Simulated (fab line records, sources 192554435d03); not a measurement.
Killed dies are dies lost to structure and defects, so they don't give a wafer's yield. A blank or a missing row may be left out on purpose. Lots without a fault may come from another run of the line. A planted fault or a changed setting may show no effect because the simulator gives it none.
Split-lot experiment | flow n5_finfet | 7 lots, 21 wafers read, on a route of 1938 steps

THE SPLIT
At N5_HKMG_FIN_COAT_06 (resist thk 90 nm), the setting spin_rpm was moved away from the recipe's 1500 rpm on 8 of the 21 wafers read, by -8.2% to +10.8%. The other wafers ran this setting at the recipe's value.

The reading is taken at the split's own step.

THE READING
CAR-ArF_of_HKMG_FIN_COAT_06.thk_nm (the simulator's own value, which no gauge read), in nm, at N5_HKMG_FIN_COAT_06 (resist thk 90 nm). The file gives no usual value for it. The 13 wafers here that ran the recipe average 89.9 nm, standard deviation 0.27 nm.

wafer  | tool, chamber at the split | spin_rpm as run, rpm | against the recipe | CAR-ArF_of_HKMG_FIN_COAT_06.thk_nm, nm | against lot-mates on the recipe
L076.1 | litho_track-05, 0          | 1500                 | recipe             | 90.2                                   | -
L076.2 | litho_track-05, 0          | 1500                 | recipe             | 90.4                                   | -
L076.3 | litho_track-05, 0          | 1377                 | -8.2%              | 94                                     | +3.7
L078.4 | litho_track-03, 0          | 1500                 | recipe             | 89.6                                   | -
L078.5 | litho_track-03, 0          | 1662                 | +10.8%             | 85                                     | -4.8
L078.6 | litho_track-03, 0          | 1500                 | recipe             | 90                                     | -
L082.3 | litho_track-01, 0          | 1500                 | recipe             | 89.8                                   | -
L082.5 | litho_track-01, 0          | 1574                 | +4.9%              | 87.6                                   | -2.2
L082.6 | litho_track-01, 0          | 1574                 | +4.9%              | 87.4                                   | -2.4
L085.2 | litho_track-01, 0          | 1500                 | recipe             | 90                                     | -
L085.3 | litho_track-01, 0          | 1500                 | recipe             | 89.8                                   | -
L085.4 | litho_track-01, 0          | 1659                 | +10.6%             | 85.6                                   | -4.3
L086.2 | litho_track-01, 0          | 1500                 | recipe             | 89.6                                   | -
L086.5 | litho_track-01, 0          | 1584                 | +5.6%              | 87.2                                   | -2.3
L086.6 | litho_track-01, 0          | 1500                 | recipe             | 89.4                                   | -
L089.1 | litho_track-01, 0          | 1500                 | recipe             | 90                                     | -
L089.2 | litho_track-01, 0          | 1500                 | recipe             | 89.8                                   | -
L089.4 | litho_track-01, 0          | 1500                 | recipe             | 90.2                                   | -
L091.1 | litho_track-03, 0          | 1500                 | recipe             | 90                                     | -
L091.3 | litho_track-03, 0          | 1452                 | -3.2%              | 91.4                                   | +1.4
L091.4 | litho_track-03, 0          | 1452                 | -3.2%              | 91.6                                   | +1.6

THE FIT
A straight line over all 21 wafers: CAR-ArF_of_HKMG_FIN_COAT_06.thk_nm changes by -0.459 nm for each +1% of spin_rpm; r = -0.99; the points scatter about the line by 0.28 nm.
The same after taking each lot's own level away (the mean of its wafers on the recipe; 21 wafers): -0.437 nm for each +1%; r = -1.00; scatter 0.16 nm.
On that fit, the largest move of spin_rpm shifts the reading by 4.7 nm.
The lots' own levels span 89.50 to 90.30 nm, that is 3.0 times the standard deviation above.
So the lot-to-lot level changes the slope little: the two slopes agree.
Check: with one of the wafers moved furthest among these (+10.8%) left out of the fit, the line predicts -4.66 nm for it against its lot-mates. It came out at -4.8 nm against them.

OTHER SPLITS ON THESE WAFERS
These wafers also went through other splits before the reading. Each is held against what the fit with the lots' levels taken away leaves over:
other split on the same wafers | wafers away from the commonest value | r with CAR-ArF_of_HKMG_FIN_COAT_06.thk_nm (lot level and that fit taken away)
N5_SD_EPI_N_EXPOSE_06 dose_mj  | 5                                    | -0.34
N5_SD_EPI_P_EXPOSE_06 dose_mj  | 9                                    | -0.15
N5_SD_EPI_P_PEB_07 peb_time_s  | 3                                    | +0.10

THE FILE'S OWN FIT
CAR-ArF_of_HKMG_FIN_COAT_06.thk_nm changes by -0.433 nm for each +1% of spin_rpm, r = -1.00.
